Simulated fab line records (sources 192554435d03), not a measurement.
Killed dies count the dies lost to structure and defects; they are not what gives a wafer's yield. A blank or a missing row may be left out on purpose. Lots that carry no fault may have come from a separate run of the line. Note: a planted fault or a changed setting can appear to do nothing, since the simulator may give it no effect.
fab line records -- flow n5-finfet
[record] lots = 4, wafers = 12, last-day = 15
route steps=1938 shown SD_EPI_P@308 SD_ACTIVATION@330 ILD0@335 SDB@347 BEOL_M4@1111 PASSIVATION@1936
lots that met no fault: taken from a fault-free run of the same line
start-h: start of the lot's first displayed wafer, in hours after the record's first day -- wait-h: hours since the lot's step before -- " unchanged from the row above -- L1.1+2: a single row standing in for several wafers -- - no value present, or no start provided -- * or withheld: withheld -- < > ~ a bound
route shown NAME@n: names a module that has steps shown in the file, with the first one's number in the route -- usual: mean/standard deviation taken from wafers without a fault -- same: alike in all rows -- chamber/n: place in a boat -- sites: per-site readings -- _std_site: the values' standard deviation -- _edge_site: the outer-site mean with the inner-site mean subtracted -- radius-mm: for every site, how far away it sits from the centre of the wafer -- mask NAME#n: copy n -- behind: the tool/chamber that last shaped the wafer -- hold: reason for holding the lot/hours on hold/outcome of the hold -- device: transistor that didn't switch, given as n, p or np -- end of line: tests run on the same wafers once the route is complete -- where a step has no rows: the recipe by itself -- killed: at the first sort, the dies lost to defects and structure; wafer yield is something else -- map: a wafer's dies, x killed, . not, _ none there
set.NAME: the setting that was run; set.NAME@STEP: the one run at that earlier step -- model.NAME: the simulator's own value behind a step, which no gauge read
lots at some steps of the route; a table a step, a row a wafer
[[steps]]
[step N5_SD_EPI_P_ETCH_37]
[recipe] chemistry = N2/H2, target = SOC, overetch-a = 1080, mask-material = SiARC, temp-c = 40, ion-energy-ev = 100, source-w = 3000, bias-w = 133, pressure-mtorr = 20, time-s = 486, n2-flow-sccm = 200, h2-flow-sccm = 200, ends = end-point
[step N5_SD_EPI_P_STRIP_38]
[recipe] chemistry = N2/H2, temp-c = 40, n2-flow-sccm = 200, h2-flow-sccm = 200, rf-frequency-hz = 6e+07
[step N5_SD_EPI_P_ETCHBACK_46]
[recipe] chemistry = CH3F/O2, mode = anisotropic-etchback, target = SiNx, target-depth-a = 175, stop-on = SiO2, over-etch-frac = 0.3, ion-energy-ev = 120, pressure-mtorr = 30, source-w = 395, bias-w = 73, Ar_flow_sccm = 150, CH3F_flow_sccm = 30, O2_flow_sccm = 20
[step N5_SD_EPI_P_ETCH_47]
[recipe] chemistry = CH3F/O2, target = SiOCN, target-depth-a = 250, mask-material = SOC, ion-energy-ev = 60, bias-w = 29, pressure-mtorr = 30, source-w = 410, Ar_flow_sccm = 150, CH3F_flow_sccm = 30, O2_flow_sccm = 20
[step N5_SD_EPI_P_ETCH_16]
[recipe] chemistry = CHF3/O2, target = SiO2, target-depth-a = 50, mask-material = SOC, pressure-mtorr = 30, source-w = 650, bias-w = 170, Ar_flow_sccm = 200, CHF3_flow_sccm = 50, O2_flow_sccm = 5, ion-energy-ev = 200
[step N5_SD_EPI_P_STRIP_50]
[recipe] chemistry = CHF3/O2, resist = SiARC, rf-frequency-hz = 6e+07
[step N5_SD_EPI_P_SD_RECESS_17]
[recipe] chemistry = HBr/Cl2/O2, target-depth-a = 391, bt-time-s = 3, pressure-mtorr = 10, icp-w = 800, bias-w = 112, HBr_flow_sccm = 150, Cl2_flow_sccm = 80, O2_flow_sccm = 12
[step N5_SD_EPI_P_WET_ETCH_45]
[recipe] chemistry = dHF, dilution = withheld, time-s = 10.7, target = SiO2, target-depth-a = 20, temp-c = 25, dry = ipa-marangoni, rinse-time-s = 30, rinse-temp-c = 23
[step N5_SD_EPI_P_STRIP_40]
[recipe] chemistry = N2/H2, power-w = 1000, temp-c = 250, h2-frac = 0.65, overash-fraction = 0.3, pressure-mtorr = withheld, n2-flow-sccm = 1750, h2-flow-sccm = 3250
[step N5_SD_EPI_P_PRECLEAN_52]
[recipe] chemistry = O3/DIW, time-s = 60, temp-c = 22, o3-ppm = 10
[step N5_SD_EPI_P_SRD_20]
[recipe] dry = ipa-marangoni, do-ppb = 5, time-s = 30, temp-c = 23, rinse-liquid = diw
[step N5_SD_EPI_P_PRECLEAN_51]
[recipe] chemistry = NF3:NH3, afs-cycles = 1, temp-c = 30, time-s = 20, sublimation-temp-c = 180, sublimation-time-s = 60, pressure-torr = 3, rf-power-w = 30
[step N5_SD_EPI_P_VAPOR_ETCH_44]
[recipe] chemistry = NF3/Ar, target = SiGe30, temp-c = 25, time-s = 3.3, mode = isotropic
[usual] susceptor-temp-C = 25.02/0.096
lot.wafer,tool,chamber,start-h,wait-h,susceptor-temp-C
L425.3,epi-rpcvd-04,0,94.10,0.1,25.16
L425.5,epi-rpcvd-04,0,94.10,0.1,25.15
L425.6,epi-rpcvd-04,0,94.10,0.1,25.11
L428.2,epi-rpcvd-04,0,108.14,0.1,24.99
L428.5,epi-rpcvd-04,0,108.14,0.1,25.17
L428.6,epi-rpcvd-04,0,108.14,0.1,25.07
L430.1,epi-rpcvd-04,0,123.65,0.1,-
L430.2,epi-rpcvd-04,0,123.65,0.1,24.86
L430.6,epi-rpcvd-04,0,123.65,0.1,24.98
L431.1,epi-rpcvd-04,0,132.83,0.1,-
L431.2,epi-rpcvd-04,0,132.83,0.1,25.03
L431.3,epi-rpcvd-04,0,132.83,0.1,-
[step N5_SD_EPI_P_EPI_21]
[recipe] material = SiGe:B, dopant = B, temp-c = 550, pressure-torr = 20, ambient = H2, time-s = 355
[step N5_SD_EPI_P_HM_STRIP_48]
[recipe] chemistry = H3PO4, temp-c = 160, material = SiNx, target = SiNx, target-depth-a = 30, overetch-fraction = 0.3
[step N5_SD_EPI_P_SRD_49]
[recipe] dry = ipa-marangoni, time-s = 30, temp-c = 23, rinse-liquid = diw
[step N5_SD_EPI_P_PRECLEAN_24]
[recipe] chemistry = O3/DIW, time-s = 45, temp-c = 22, o3-ppm = 10
[step N5_SD_EPI_P_PRECLEAN_32]
[recipe] chemistry = dHF, time-s = 10, dilution = 500:1, temp-c = 25
[step N5_SD_EPI_P_PRECLEAN_33]
[recipe] chemistry = SC2, time-s = 45, temp-c = 35, mix = 1:1:50
[step N5_SD_EPI_P_SRD_25]
[recipe] time-s = 30, temp-c = 23, rinse-liquid = diw, dry = ipa-marangoni
[step N5_SD_ACTIVATION_RTA_00]
[recipe] temp-c = 975, time-s = 0, ambient = N2, idle-temp-c = 600, ramp-up-c-per-s = 150, ramp-down-c-per-s = 60, cool-to-c = 600
[step N5_SD_ACTIVATION_LSA_01]
[recipe] temp-c = 1080, time-s = 0.0008, ambient = N2
[step N5_ILD0_LINER_00]
[recipe] material = SiNx, target-thk-a = 40, temp-c = 400, ald-precursor-family = SiH2I2, ald-co-reactant = N2/H2-plasma, pulse-time-s = 1, purge-time-s = 2, co-reactant-purge-time-s = 2, ald-cycles = 80, pressure-torr = 2
[step N5_ILD0_FCVD_FILL_01]
[recipe] material = SiO2_flowable, target-thk-a = 2000, temp-c = 100, pressure-torr = 0.8, rf-w = 2000, time-s = 328.3
[step N5_ILD0_CURE_02]
[recipe] temp-c = 450, time-s = 1800, ambient = steam, idle-temp-c = 400, ramp-up-c-per-min = 5, ramp-down-c-per-min = 3, densification-p-h2o-torr = 640
[step N5_ILD0_CMP_03]
[recipe] stop-on = SiNx, t-overpolish-s = 1.9, post-cmp-clean = alkaline-brush, down-force-psi = 4.1491, platen-rpm = 51.796, pad-velocity-m-s = 1.0306, target-thk-nm = 197.38
[step N5_ILD0_CMP_07]
[recipe] stop-on = poly-Si, material = SiO2_flowable, t-overpolish-s = 1.18, post-cmp-clean = alkaline-brush, down-force-psi = 4.1491, platen-rpm = 51.796, pad-velocity-m-s = 1.0306, target-thk-nm = 138.88
[step N5_ILD0_PRECLEAN_10]
[recipe] chemistry = NF3:NH3, afs-cycles = 5, time-s = 20, temp-c = 30, sublimation-temp-c = 180, sublimation-time-s = 60, pressure-torr = 3, rf-power-w = 30
[step N5_ILD0_ALD_15]
[recipe] material = SiNx, target-thk-a = 240, temp-c = 400, ald-precursor-family = SiH2I2, ald-co-reactant = N2/H2-plasma, pulse-time-s = 1, ald-cycles = 480, purge-time-s = 2, co-reactant-purge-time-s = 2, pressure-torr = 2
[step N5_ILD0_CMP_12]
[recipe] stop-on = poly-Si, material = SiNx, t-overpolish-s = 6, post-cmp-clean = alkaline-brush, down-force-psi = 2.5, platen-rpm = 51.8, pad-velocity-m-s = 1.0307, target-thk-nm = 17.67
[step N5_SDB_HM_DEP_00]
[recipe] material = SiNx, target-thk-a = 400, temp-c = 400, precursor = SiH4/NH3/N2, pressure-torr = 1.5, rf-w = 300, time-s = 35.3
[step N5_SDB_COAT_03]
[recipe] resist = SOC, temp-c = 250, time-s = 60, spin-rpm = 1500, resist-thk-nm = 100
[step N5_SDB_COAT_04]
[recipe] resist = SiARC, temp-c = 220, time-s = 60, spin-rpm = 1500, resist-thk-nm = 18
[step N5_BEOL_M4_RC_MEAS_101]
[usual] DIBL_N = 35.9/1.3, DIBL_P = 36.3/1.5, IOFF_N = 0.153/0.023, IOFF_P = 0.208/0.028, IOFF_P_85C = 3.6/0.41, IOFF_P_LIN = 0.099/0.011, ION_N = 672/9.7, ION_P = 462/6.6, REXT_P = 101.0/2.3, SS_N = 71.5/0.53, SS_P = 73.3/0.59, VT_N = 250.4/2.7, VT_P = -250.5/3, VT_P_LVT = -99/3.1
lot.wafer,tool,chamber,start-h,wait-h,DIBL_N[mV/V],DIBL_P[mV/V],IOFF_N[nA/um],IOFF_P[nA/um],IOFF_P_85C[nA/um],IOFF_P_LIN[nA/um],ION_N[uA/um],ION_P[uA/um],REXT_P[ohm.um],SS_N[mV/dec],SS_P[mV/dec],VT_N[mV],VT_P[mV],VT_P_LVT[mV]
L425.3,prober-01,0,223.31,0.3,36.6,35.9,0.155,0.214,3.8,0.101,669,459,98.9,72.1,73.2,248.1,-249.8,-98
L425.5,prober-01,0,223.31,0.3,36.7,36.9,0.171,0.230,4.0,0.105,677,467,100.0,72.6,73.8,249.9,-249.7,-97
L425.6,prober-01,0,223.31,0.3,36.9,37.0,0.174,0.235,4.1,0.107,682,472,98.9,71.8,73.8,248.4,-250.1,-96
L428.2,prober-02,0,227.36,0.2,37.0,37.6,0.164,0.197,3.5,0.092,679,460,98.9,71.7,73.2,248.1,-253.1,-97
L428.5,prober-02,0,227.36,0.2,35.6,35.5,0.135,0.172,3.1,0.084,681,460,98.1,71.1,73.4,252.5,-254.0,-99
L428.6,prober-02,0,227.36,0.2,37.6,37.9,0.174,0.217,3.8,0.099,680,466,97.1,72.2,73.7,246.9,-248.8,-97
L430.1,prober-01,0,243.50,0.0,35.9,31.8,0.149,0.124,2.4,0.065,669,435,117.0,72.2,71.8,250.2,-257.4,-107
L430.2,prober-01,0,243.50,0.0,34.1,33.1,0.124,0.167,3.0,0.085,648,451,100.4,71.7,72.4,254.5,-255.0,-99
L430.6,prober-01,0,243.50,0.0,35.0,33.9,0.127,0.177,3.2,0.090,655,454,99.3,71.5,72.1,253.7,-254.8,-99
L431.1,prober-02,0,251.21,0.0,34.2,29.3,0.123,0.110,2.1,0.060,667,428,121.6,70.7,72.2,251.6,-259.8,-111
L431.2,prober-02,0,251.21,0.0,36.8,35.5,0.164,0.214,3.7,0.102,665,456,104.0,71.8,74.4,248.8,-249.2,-100
L431.3,prober-02,0,251.21,0.0,36.4,31.2,0.151,0.126,2.4,0.065,664,424,122.1,72.0,73.4,250.9,-258.2,-110
[step N5_PASSIVATION_PROBE_49]
[usual] defect-limited-yield = 91.1/1.5, killed_at_M0_to_M3 = 35/9.5, killed_at_M4_up = 13/5.2, killed-at-contacts = 12/6.1, killed-at-front-end = 41/14, killed-at-other = 3.8/2.9, killed-dies = 105/17, killed-open = 70/13, killed-short = 33/8.4, sort_bin_5_function = 5.1/0.97, sort_bin_6_memory = 3.4/0.69, sort_bin_8_speed = 0.00/0.007, sort-n-pass = 1075/17, sort-yield-pct = 91.1/1.5
[same] gross-dies = 1180, killed-at-back-side = 0, sort_bin_4_leakage[%] = 0
lot.wafer,tool,chamber,start-h,wait-h,defect-limited-yield[%],killed_at_M0_to_M3,killed_at_M4_up,killed-at-contacts,killed-at-front-end,killed-at-other,killed-dies,killed-open,killed-short,sort_bin_5_function[%],sort_bin_6_memory[%],sort_bin_8_speed[%],sort-n-pass,sort-yield-pct[%]
L425.3,prober-01,-,333.61,0.1,92.0,22,16,14,39,3,94,58,36,5.1,2.7,0,1086,92.0
L425.5,prober-01,-,333.71,0.2,91.5,33,6,19,39,3,100,65,35,4.9,3.1,0,1080,91.5
L425.6,prober-01,-,333.76,0.3,92.3,29,10,10,40,2,91,58,33,4.0,3.4,0,1089,92.3
L428.2,prober-01,-,337.10,0.1,94.7,14,4,9,35,0,62,43,19,3.1,1.9,0,1118,94.7
L428.5,prober-01,-,337.25,0.2,94.2,31,8,8,22,0,69,49,18,3.3,2.2,0,1111,94.2
L428.6,prober-01,-,337.30,0.3,93.3,17,8,17,31,6,79,59,20,4.2,2.4,0,1101,93.3
L430.1,prober-01,-,354.34,0.0,91.4,26,20,9,42,4,101,68,33,4.7,3.6,17.20,876,74.2
L430.2,prober-01,-,354.39,0.1,87.5,37,20,21,70,0,148,101,47,7.0,5.0,0,1032,87.5
L430.6,prober-01,-,354.59,0.3,89.8,36,13,17,52,2,120,83,35,5.5,4.5,0,1060,89.8
L431.1,prober-01,-,355.17,0.0,90.2,43,10,15,42,6,116,76,39,5.5,4.0,28.39,729,61.8
L431.3,prober-01,-,355.27,0.1,91.6,27,8,25,36,3,99,80,18,5.8,2.5,35.08,667,56.5
// killed by level:class
L425.3 MOL_CONTACT_COAG:geometric-particle:open=11 STI_FIN_REVEAL:geometric-particle:open=10 GATE_CUT:geometric-particle:short=8 BEOL_M1:geometric-particle:open=7 BEOL_M0_SAQP:geometric-particle:short=5 FIN_SAQP:geometric-particle:short=4 STI_FIN_REVEAL:geometric-particle:short=4 BEOL_M3:geometric-particle:open=4
L425.5 MOL_CONTACT_COAG:geometric-particle:open=13 FIN_SAQP:geometric-particle:open=11 FIN_SAQP:geometric-particle:short=9 BEOL_M2:geometric-particle:open=8 GATE_CUT:geometric-particle:open=6 MOL_CONTACT_COAG:geometric-particle:short=6 BEOL_M1:geometric-particle:open=6 BEOL_M3:geometric-particle:open=6
L425.6 FIN_SAQP:geometric-particle:open=13 MOL_CONTACT_COAG:geometric-particle:open=9 BEOL_M0_SAQP:geometric-particle:short=7 BEOL_M3:geometric-particle:open=7 FIN_SAQP:geometric-particle:short=5 BEOL_M1:geometric-particle:open=5 BEOL_M4:geometric-particle:open=5 GATE_CUT:geometric-particle:open=4
L428.2 STI_FIN_REVEAL:geometric-particle:open=8 MOL_CONTACT_COAG:geometric-particle:open=8 BEOL_M0_SAQP:geometric-particle:open=6 BEOL_M4:geometric-particle:open=4 STI_FIN_REVEAL:geometric-particle:short=3 DUMMY_GATE:geometric-particle:open=3 BEOL_M3:geometric-particle:open=3 GATE_CUT:geometric-particle:open=3
L428.5 BEOL_M3:geometric-particle:open=10 BEOL_M2:geometric-particle:open=8 STI_FIN_REVEAL:geometric-particle:open=6 MOL_CONTACT_COAG:geometric-particle:open=5 BEOL_M0_SAQP:geometric-particle:short=5 FIN_SAQP:geometric-particle:open=4 BEOL_M0_SAQP:geometric-particle:open=4 MOL_CONTACT_COAG:geometric-particle:short=3
L428.6 MOL_CONTACT_COAG:geometric-particle:open=15 STI_FIN_REVEAL:geometric-particle:open=12 BEOL_M0_SAQP:geometric-particle:short=6 GATE_CUT:geometric-particle:short=5 BEOL_M3:geometric-particle:open=5 FIN_SAQP:geometric-particle:open=4 BEOL_M0_SAQP:geometric-particle:open=4 DUMMY_GATE:geometric-particle:open=3
L430.1 STI_FIN_REVEAL:geometric-particle:open=12 MOL_CONTACT_COAG:geometric-particle:open=8 BEOL_M0_SAQP:geometric-particle:open=8 BEOL_M0_SAQP:geometric-particle:short=8 BEOL_M4:geometric-particle:open=8 FIN_SAQP:geometric-particle:open=5 ILD0:geometric-particle:short=5 STARTING-WAFER:geometric-particle:open=5
L430.2 STI_FIN_REVEAL:geometric-particle:open=28 BEOL_M0_SAQP:geometric-particle:short=17 MOL_CONTACT_COAG:geometric-particle:open=15 BEOL_M4:geometric-particle:open=13 BEOL_M0_SAQP:geometric-particle:open=10 FIN_SAQP:geometric-particle:short=8 DUMMY_GATE:geometric-particle:open=8 MOL_CONTACT_COAG:geometric-particle:short=6
L430.6 STI_FIN_REVEAL:geometric-particle:open=18 MOL_CONTACT_COAG:geometric-particle:open=15 BEOL_M0_SAQP:geometric-particle:open=14 FIN_SAQP:geometric-particle:short=12 FIN_SAQP:geometric-particle:open=9 BEOL_M0_SAQP:geometric-particle:short=8 BEOL_M1:geometric-particle:open=7 BEOL_M4:geometric-particle:open=4
L431.1 STI_FIN_REVEAL:geometric-particle:open=15 MOL_CONTACT_COAG:geometric-particle:open=12 FIN_SAQP:geometric-particle:open=9 BEOL_M3:geometric-particle:open=8 BEOL_M0_SAQP:geometric-particle:open=7 BEOL_M0_SAQP:geometric-particle:short=6 BEOL_M1:geometric-particle:open=6 BEOL_M2:geometric-particle:open=6
L431.3 MOL_CONTACT_COAG:geometric-particle:open=21 STI_FIN_REVEAL:geometric-particle:open=18 DUMMY_GATE:geometric-particle:open=7 BEOL_M1:geometric-particle:open=7 BEOL_M3:geometric-particle:open=6 BEOL_M0_SAQP:geometric-particle:open=5 MOL_CONTACT_COAG:geometric-particle:short=3 BEOL_M0_SAQP:geometric-particle:short=3
// map L430.2 (x killed, . not)
_________________x..........x________________
______________x.......x.x......._____________
___________....x...................__________
__________..x.x....x................_________
________......xx...x.x..........x...xx_______
_______..............xx...x.....x.x.x..______
______......x...........x.........x....x_____
_____.x...x...x.....x..........x...x.xx..____
____..x....x..........x.....x.xx..........___
___........x......x......x.x.x....x........__
___............xx.................x........__
__x..x....x..x...x.xx.............x........._
__................x...x....x................_
_..........x.........xx..............x......x
_x....x.........x..x.....x...................
_..........x...x........x.x..........x.......
_.....xxxx...................x...........xx.x
_..............................x.............
_..x......x..x........x..x..x........x....x..
_...........x..........x......x..............
_x...x...x................x.x................
__................xx.......................x_
__....x...x.x....xx..........x.........x...._
___.......x......x..x..x......xx.....xx.x..__
___.....x....x....x......xx........x...x...__
____.x...x................................___
_____..........x..................x......____
______..................x........x....x._____
_______.........xx................x....______
________x.....x......x.x.........x...._______
__________.........................._________
___________...........x.x....xx....__________
______________.....xx..........._____________
_________________.......x....________________
// map L431.1 (x killed, . not)
_________________........x...________________
______________xx...x............_____________
___________...........x............__________
__________.........................._________
________....x........................._______
_______.........x.....................x______
______......x......x.....x.......xx....._____
_____..............x...xx................____
____.........x.......x...............x....___
___.........x..........................x..x__
___.......x...................x....x.......__
__............x...........x.....x..........._
__.....x..................x...........x....._
_....x......x.............x..x...............
_x..x......x.....x...x.x............x........
_x.x.......................x.................
_..x..........x.x..............x...........xx
_..x.x..............x......x..x............x.
_....x...x......x...............x............
_...x........x.......x.....x......x.x.xxx....
_x.........x.................x.....xx.......x
__.x....x..................x..x............._
__......x..xx.....x..x.x...................._
___..x.x.......x.....x.....................__
___x.......x.....x.........................__
____......................................___
_____.......xx..x.x..................x...____
______.......x......x..x...........x...._____
_______.......xx...................x.x.______
________.........x............x..x...._______
__________......x..................._________
___________x..x......x.............__________
______________.............x...._____________
_________________.x.........x________________
[[key]]
[first-sign] step = N5_BEOL_M4_RC_MEAS_101, reading = REXT_P, direction = up, sigmas = 8.4, usual = 101.0, struck = 120.3
[effect] step = N5_BEOL_M4_RC_MEAS_101, reading = ION_P, direction = down, sigmas = 5, usual = 462, struck = 429
[effect] step = N5_BEOL_M4_RC_MEAS_101, reading = DIBL_P, direction = down, sigmas = 3.6, usual = 36.3, struck = 30.8
[effect] step = N5_BEOL_M4_RC_MEAS_101, reading = VT_P_LVT, direction = down, sigmas = 3.4, usual = -99, struck = -109
[effect] step = N5_BEOL_M4_RC_MEAS_101, reading = IOFF_P_85C, direction = down, sigmas = 3.3, usual = 3.6, struck = 2.3
[effect] step = N5_BEOL_M4_RC_MEAS_101, reading = IOFF_P_LIN, direction = down, sigmas = 3.2, usual = 0.099, struck = 0.064
[effect] step = N5_BEOL_M4_RC_MEAS_101, reading = IOFF_P, direction = down, sigmas = 3.2, usual = 0.208, struck = 0.120
[effect] step = N5_BEOL_M4_RC_MEAS_101, reading = VT_P, direction = down, sigmas = 2.7, usual = -250.5, struck = -258.5
[effect] step = N5_PASSIVATION_PROBE_49, reading = sort_bin_8_speed, direction = up, sigmas = 99+, usual = 0.00, struck = 26.89
met-at N5_SD_EPI_P_VAPOR_ETCH_44
struck-wafers L430.1,L431.1,L431.3
onset-between 108.14 123.65
[fault] kind = process-parameter-drift, tool = epi-rpcvd-04, chamber = -, onset-h = 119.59, steps = N5_SD_EPI_P_VAPOR_ETCH_44, channel = time-s, offset = *, shape = step, end-h = 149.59, scope = struck-wafers-only, acts-in = *, stated = *
